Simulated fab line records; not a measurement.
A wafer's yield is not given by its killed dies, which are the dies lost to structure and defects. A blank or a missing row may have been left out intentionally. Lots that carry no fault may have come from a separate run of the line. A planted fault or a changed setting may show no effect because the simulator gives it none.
The same fault as seen by 2 desks || flow n5_finfet || every desk sees just its own numbers, and what lay behind them comes last

METROLOGY DESK
What the gauges read, lot by lot, whatever tool the lot ran on: means of the sampled wafers that have a number. If a lot's mean is further than 4 standard deviations from the usual mean, the lot is out of limits and carries the mark OUT (the distance appears in the brackets).
Columns: A = M8_OVL at N5_BEOL_M8_OVL_MEAS_12, usual 0.3 nm
{"lot": "L955", "first seen here": "day 9 14:01", "A": 0.6}
{"lot": "L957", "first seen here": "day 10 10:24", "A": 0.2}
{"lot": "L961", "first seen here": "day 11 03:26", "A": 0.4}
{"lot": "L962", "first seen here": "day 11 03:40", "A": 0.6}
{"lot": "L963", "first seen here": "day 11 10:11", "A": 0.8}
{"lot": "L964", "first seen here": "day 12 05:00", "A": -0.2}
{"lot": "L965", "first seen here": "day 12 12:07", "A": 0.1}
{"lot": "L967", "first seen here": "day 12 19:04", "A": 0.6}
{"lot": "L968", "first seen here": "day 13 08:37", "A": 1.1}
{"lot": "L969", "first seen here": "day 13 15:56", "A": "7.9 (+11) OUT"}
{"lot": "L972", "first seen here": "day 14 12:13", "A": "8.1 (+11) OUT"}
{"lot": "L978", "first seen here": "day 15 13:44", "A": 0.0}
Per this desk, out of limits: L969, L972; the first was L969, day 13 15:56 (M8_OVL at N5_BEOL_M8_OVL_MEAS_12). In limits: L955, L957, L961, L962, L963, L964, L965, L967, L968, L978.

TOOL OWNER'S DESK, arfi_scanner-02
The tool's own readings at N5_BEOL_M8_EXPOSE_08 (exposes mask M8): means of the sampled wafers that have a number, for each lot that ran on this tool. If a lot's mean is further than 4 standard deviations from the usual mean, the lot is out of limits and carries the mark OUT (the distance appears in the brackets).
Columns: A = reticle_temp_C at N5_BEOL_M8_EXPOSE_08, usual 23.00 C
{"lot": "L957", "first seen here": "day 10 10:15", "A": 23.05}
{"lot": "L962", "first seen here": "day 11 03:31", "A": 22.92}
{"lot": "L965", "first seen here": "day 12 11:57", "A": 23.01}
{"lot": "L967", "first seen here": "day 12 18:55", "A": 23.16}
{"lot": "L969", "first seen here": "day 13 15:47", "A": 23.04}
{"lot": "L972", "first seen here": "day 14 12:04", "A": 22.93}
This desk found nothing out of limits on any of the 6 lots.

TAKEN TOGETHER
At day 13 15:56 the metrology desk could have sounded an alarm, on L969, L972.
The desk of the tool owner found nothing out of limits.
On record at the tool owner's desk: L969, L972, within its limits.
Every lot named ran N5_BEOL_M8_EXPOSE_08 on arfi_scanner-02.

WHAT THE SIMULATOR PUT IN
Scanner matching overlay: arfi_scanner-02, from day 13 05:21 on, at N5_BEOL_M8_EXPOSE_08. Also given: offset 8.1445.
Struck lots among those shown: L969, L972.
Per desk, hours elapsed from the start of the fault to the first reading out of limits: for the metrology desk, 11.
